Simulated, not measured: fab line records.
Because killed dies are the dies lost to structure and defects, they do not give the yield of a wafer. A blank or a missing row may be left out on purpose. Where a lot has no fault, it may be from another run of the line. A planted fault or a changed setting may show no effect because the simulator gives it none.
The tool behind it: which one?	flow nand harc	12 lots with 34 wafers sampled at 5 steps, on a route of 1159 steps

== WHAT EACH GAUGE READ, for each wafer ==
NHARC_P_CONTACT_CD_MEAS_12 targets a cd of 90 nm.
lot	measured	on	cd nm (nm)
L859	day 6 02:55	cd sem-01	90.7 90.7 91.7
L862	day 6 06:04	cd sem-01	90.9 90.9 90.4
L861	day 6 10:36	cd sem-01	89.9 90.2 90.1
L863	day 6 18:22	cd sem-02	90.1 89.6 88.9
L866	day 7 14:53	cd sem-01	89.7 89.4 90.1
L867	day 7 15:59	cd sem-02	90.8 91.3 90.7
L875	day 9 17:18	cd sem-01	91.5
L877	day 10 06:50	cd sem-02	90.3 90.7 91.5
L876	day 10 07:40	cd sem-02	90.7 91.3 91.3
L878	day 10 16:22	cd sem-02	90.5 91.2 92.3
L880	day 11 07:28	cd sem-03	90.8 90.9 90.1
L881	day 11 08:26	cd sem-02	90.2 90.4 91.2

NHARC_P_CONTACT_CD_MEAS_19.
lot	measured	on	cd nm (nm)
L859	day 6 03:59	cd sem-02	88.9 93.2 93.9
L862	day 6 07:24	cd sem-01	91.1 89.3 90.4
L861	day 6 11:39	cd sem-03	91.2 91.7 93.7
L863	day 6 19:34	cd sem-03	89.8 90.0 89.6
L866	day 7 15:56	cd sem-03	87.3 91.1 89.0
L867	day 7 17:02	cd sem-02	90.6 89.9 91.9
L875	day 9 18:23	cd sem-03	94.3
L877	day 10 07:53	cd sem-03	89.9 89.8 90.9
L876	day 10 08:46	cd sem-01	90.8 88.6 89.6
L878	day 10 17:25	cd sem-02	92.7 93.8 94.4
L880	day 11 08:32	cd sem-03	93.0 92.0 93.4
L881	day 11 09:38	cd sem-01	87.4 91.1 89.4

NHARC_END_SORT_01.
lot	measured	on	defect limited yield (%)	killed at array	killed at other	killed at periphery	killed dies	killed open	killed short	sort_bin_2_pct (%)	sort_bin_3_pct (%)	sort_bin_4_pct (%)	sort n pass	sort rim yield pct (%)	sort yield pct (%)
L862	day 20 08:23	prober-01	96.0 96.2 96.6	19 17 13	0 2 1	8 7 9	27 26 23	3 6 5	1 2 3	0.9 1.0 0.7	0.30 0.15 0.30	2.8 2.7 2.4	650 651 654	96.2 94.3 97.2	96.0 96.2 96.6
L863	day 20 01:16	prober-02	95.3 95.7 96.3	30 26 22	0 0 0	2 3 3	32 29 25	2 5 3	1 0 1	1.0 1.2 1.0	0.30 0.59 0.44	3.4 2.5 2.2	645 648 652	98.1 95.3 100.0	95.3 95.7 96.3
L876	day 24 05:13	prober-02	96.3 96.2 97.6	19 21 16	0 0 0	6 5 0	25 26 16	5 2 0	1 2 0	0.9 1.3 0.7	0.15 0.15 0.15	2.7 2.4 1.5	652 651 661	97.2 98.1 100.0	96.3 96.2 97.6
L878	day 24 13:43	prober-01	95.6 94.5 96.0	30 34 26	0 0 0	0 3 1	30 37 27	5 3 2	1 7 0	1.2 2.1 1.0	0.15 0.30 0.30	3.1 3.1 2.7	647 640 650	99.1 95.3 100.0	95.6 94.5 96.0

== TOOL THAT RAN EACH LOT (tool first, then ch and the chambers of the sampled wafers, then the start) ==
lot	NHARC_P_CONTACT_ETCH_36	NHARC_P_CONTACT_ETCH_31
L859	rie diel-13 ch 0,1,2, day 6 03:52 or earlier	rie diel-13 ch 0,2, day 6 03:52
L862	rie diel-01 ch 2,3, day 6 07:17 or earlier	rie diel-01 ch 1,2,3, day 6 07:17
L861	rie diel-11 ch 1,2,3, day 6 11:32 or earlier	rie diel-11 ch 0,1, day 6 11:32
L863	rie diel-11 ch 2,3, day 6 19:25 or earlier	rie diel-11 ch 1,2, day 6 19:25
L866	rie diel-01 ch 0,1,3, day 7 15:49 or earlier	rie diel-01 ch 0,1, day 7 15:49
L867	rie diel-01 ch 0,2,3, day 7 16:55 or earlier	rie diel-01 ch 0,2,3, day 7 16:55
L875	rie diel-01 ch 1, day 9 18:14 or earlier	rie diel-01 ch 0, day 9 18:14
L877	rie diel-13 ch 0,1,3, day 10 07:45 or earlier	rie diel-13 ch 0,2,3, day 10 07:45
L876	rie diel-13 ch 0,1,2, day 10 08:39 or earlier	rie diel-13 ch 0,1,3, day 10 08:39
L878	rie diel-11 ch 2,3, day 10 17:17 or earlier	rie diel-11 ch 0,1, day 10 17:17
L880	rie diel-11 ch 1,2, day 11 08:25 or earlier	rie diel-11 ch 0,2,3, day 11 08:25
L881	rie diel-01 ch 2,3, day 11 09:29 or earlier	rie diel-01 ch 2,3, day 11 09:29
- NHARC_P_CONTACT_ETCH_36: etches the open film in N2/H2, target depth 260 nm, time 406.25 s.
- NHARC_P_CONTACT_ETCH_31: etches the open film in CH3F/O2, target depth 30 nm, time 85.7 s.

== WHAT THE TOOLS THEMSELVES READ (means of the sampled wafers that have a number; where no wafer has one, the mark that the record gives instead) ==
NHARC_P_CONTACT_ETCH_36.
lot	tool	chamber pressure mTorr (mTorr)	drypump motor current A (A)	oes product au (a.u.)	rf vpp V (V)	run length s (s)	showerhead plenum p Torr (Torr)	throttle valve pct (%)
L859	rie diel-13	29.989	6.0	1.013	429.4	428.0	2.01	14.173
L862	rie diel-01	29.991	5.6	1.013	431.3	427.5	2.06	14.173
L861	rie diel-11	30.009	5.3	1.004	431.5	427.9	2.08	14.175
L863	rie diel-11	29.984	5.2	1.004	432.8	428.1	2.12	14.165
L866	rie diel-01	30.005	5.8	0.996	428.2	427.5	1.95	14.173
L867	rie diel-01	30.014	5.6	1.015	428.6	427.5	1.99	14.171
L875	rie diel-01	30.017	5.5	1.005	430.3	427.3	2.00	14.171
L877	rie diel-13	30.008	5.8	1.005	428.3	428.1	1.94	14.167
L876	rie diel-13	29.985	6.0	1.009	430.0	427.8	2.00	14.177
L878	rie diel-11	30.024	5.2	1.004	432.8	428.0	2.12	14.174
L880	rie diel-11	29.998	5.2	1.004	429.5	428.0	2.02	14.163
L881	rie diel-01	30.007	6.2	0.988	430.4	428.1	2.00	14.171

NHARC_P_CONTACT_ETCH_31.
lot	tool	chamber pressure mTorr (mTorr)	drypump motor current A (A)	oes product au (a.u.)	rf vpp V (V)	run length s (s)	showerhead plenum p Torr (Torr)	throttle valve pct (%)
L859	rie diel-13	25.06	6.0	0.983	245.5	107.0	2.53	20.658
L862	rie diel-01	25.01	5.7	0.991	243.6	107.2	2.44	20.668
L861	rie diel-11	25.00	6.0	0.986	244.2	106.6	2.50	20.670
L863	rie diel-11	25.00	5.0	0.988	244.7	108.0	2.49	20.664
L866	rie diel-01	25.02	5.4	0.984	244.3	107.0	2.38	20.656
L867	rie diel-01	25.00	5.6	0.988	244.1	107.4	2.40	20.657
L875	rie diel-01	24.97	5.1	0.993	241.9	61.1	2.31	20.648
L877	rie diel-13	25.00	5.8	0.984	244.7	107.1	2.45	20.669
L876	rie diel-13	25.00	5.8	0.983	242.8	107.2	2.34	20.656
L878	rie diel-11	24.99	6.0	0.988	245.1	106.8	2.50	20.660
L880	rie diel-11	25.02	5.7	0.971	245.3	107.0	2.55	20.662
L881	rie diel-01	25.00	6.2	0.965	243.4	107.1	2.42	20.663

== THE ANSWER, worked out from the rows above alone ==
Rule: the usual values come from the lots themselves. The widest of any qualifying gaps counts: lots, ordered by their means at a reading, are off when they make up no more than a third of the lots, leave a main group of 4 or more, and stand apart from it by 3 or more times the standard deviation of that group's means. The tables above print the reading to a certain number of digits; a main group whose means all agree to those digits is not used. Also off: a lot with no number at a reading for which 4 or more lots have one. The other lots that the step has rows for count as sound. After the gauges, taken in route order, come the tools' own readings; for these a lot's mean is taken, as printed above. At the first step where some lot is off, the reading lying furthest off is the one used; lots without a number count as furthest.
Off: L875, at NHARC_P_CONTACT_ETCH_31 (run length s). For the main group the mean is 107.1 s and the standard deviation 0.34.
If a tool, at that step or one of the process steps before it, ran each lot that is off and ran no sound lot following the first of them, it fits. NHARC_P_CONTACT_ETCH_36: start missing for some lots; hours and lot order therefore follow NHARC_P_CONTACT_ETCH_31. Not one of the candidates tried fits.

== WHAT HAD BEEN PUT IN BY THE SIMULATOR ==
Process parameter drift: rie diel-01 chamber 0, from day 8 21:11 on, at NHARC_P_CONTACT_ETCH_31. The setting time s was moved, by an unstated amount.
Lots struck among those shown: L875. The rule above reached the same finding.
